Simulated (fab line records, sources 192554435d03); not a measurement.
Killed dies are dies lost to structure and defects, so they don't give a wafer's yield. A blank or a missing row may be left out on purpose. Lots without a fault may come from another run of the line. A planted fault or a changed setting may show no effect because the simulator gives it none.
A struck lot beside a sound one | flow n5_finfet | 22 steps out of a route of 1938
Sound: wafers L910.2, L910.3, L910.5. Struck: wafers L916.2, L916.4, L916.5. The cause comes at the end.
At each step with rows: each side's tool, then ch and its chambers, then its first start. Under that, the readings that differ: sound wafers | struck wafers | difference of the means | sigmas: that difference in standard deviations of wafers without a fault.
alike: readings whose means differ by less than 2 such deviations, and words and numbers that are the same on both sides. not compared: withheld readings, readings that some wafer has no value for, bounds like >300 that may hide the same value, and numbers for which the record gives no deviation and whose values overlap.
The two part at a step that has a row with sigmas, a row that says differs or no value, or rows on one side only. Numbers that don't overlap but have no deviation are shown without sigmas and don't part them. A reading that every wafer of one side lacks parts them only if that side has two wafers or more.

first, 9 steps without rows for these wafers: N5_MIM_BOT_LITHO_HARDBAKE_09 (time 120 s); N5_MIM_BOT_LITHO_DESCUM_10 (chemistry O2, time 7.9 s); N5_MIM_BOT_ETCH_ETCH_04 (etches SiNx in CF4/O2, target depth 26 nm, time 13 s); N5_MIM_BOT_ETCH_ETCH_03 (etches the open film in Cl2/BCl3, target depth 12 nm); N5_MIM_BOT_ETCH_ETCH_00 (etches TiN in Cl2/BCl3, target depth 45.5 nm); N5_MIM_BOT_ETCH_STRIP_01 (strips in O2); N5_MIM_BOT_ETCH_STRIP_02 (strips in post etch residue remover, time 1200 s); N5_MIM_BOT_ETCH_CLEAN_05 (cleans in IPA, time 180 s); N5_MIM_BOT_ETCH_SRD_06 (time 30 s).
N5_PASSIVATION_PECVD_55: deposits SiO2 from SiH4/N2O, target thk 400 nm, time 22.5 s.
  sound on pecvd-01 ch 0,1, day 12 00:53; struck on pecvd-01 ch 1,2, day 13 20:23
  alike: heater_power_w, showerhead_plenum_p_Torr, susceptor_temp_C, throttle_valve_pct
  not compared: since_wet_clean_h
then, 9 steps without rows for these wafers: N5_PASSIVATION_PECVD_01 (deposits SiNx from SiH4/NH3/N2, target thk 200 nm, time 43.2 s); N5_PASSIVATION_HMDS_03 (time 60 s); N5_PASSIVATION_COAT_04; N5_PASSIVATION_EBR_06; N5_PASSIVATION_SOFTBAKE_05 (time 90 s); N5_PASSIVATION_EXPOSE_07 (exposes mask TV, defocus 0 nm, target cd 3000 nm); N5_PASSIVATION_PEB_08; N5_PASSIVATION_DEVELOP_09 (develop time 60 s); N5_PASSIVATION_HARDBAKE_11 (time 120 s).
N5_PASSIVATION_INSPECT_61: inspects for defects (macro).
  sound on defect_inspect-01, day 12 01:29; struck on defect_inspect-02, day 13 20:54
  reading          | sound | struck         | difference | sigmas
  raw_defect_count | 1 4 3 | >300 >300 >300 | differs    |
then, 1 step without rows for these wafers: N5_PASSIVATION_DESCUM_12 (chemistry O2, time 7.9 s).
N5_PASSIVATION_PROBE_49:
  sound on prober-02, day 12 08:44; struck on prober-01, day 14 04:05
  reading                  | sound          | struck         | difference | sigmas
  defect_limited_yield (%) | 92.5 93.1 91.1 | 78.1 81.5 82.2 | -11.6      | -8
  killed_at_M4_up          | 10 5 4         | 17 12 22       | +11        | +2
  killed_at_other          | 8 1 4          | 143 143 108    | +127       | +45
  killed_dies              | 89 81 105      | 258 218 210    | +137       | +8
  killed_on_rim            | 10 8 18        | 25 13 31       | +11        | +3
  sort_bin_5_function (%)  | 4.2 3.4 5.2    | 14.0 11.1 11.4 | +7.9       | +8
  sort_n_pass              | 1091 1099 1075 | 922 962 970    | -137       | -8
  sort_yield_pct (%)       | 92.5 93.1 91.1 | 78.1 81.5 82.2 | -11.6      | -8
  alike: killed_at_M0_to_M3, killed_at_contacts, killed_at_front_end, killed_open, killed_short, sort_bin_6_memory

WHERE THEY PART
First at N5_PASSIVATION_INSPECT_61; last, within this record, at N5_PASSIVATION_PROBE_49.

WHY: what the simulator had put in
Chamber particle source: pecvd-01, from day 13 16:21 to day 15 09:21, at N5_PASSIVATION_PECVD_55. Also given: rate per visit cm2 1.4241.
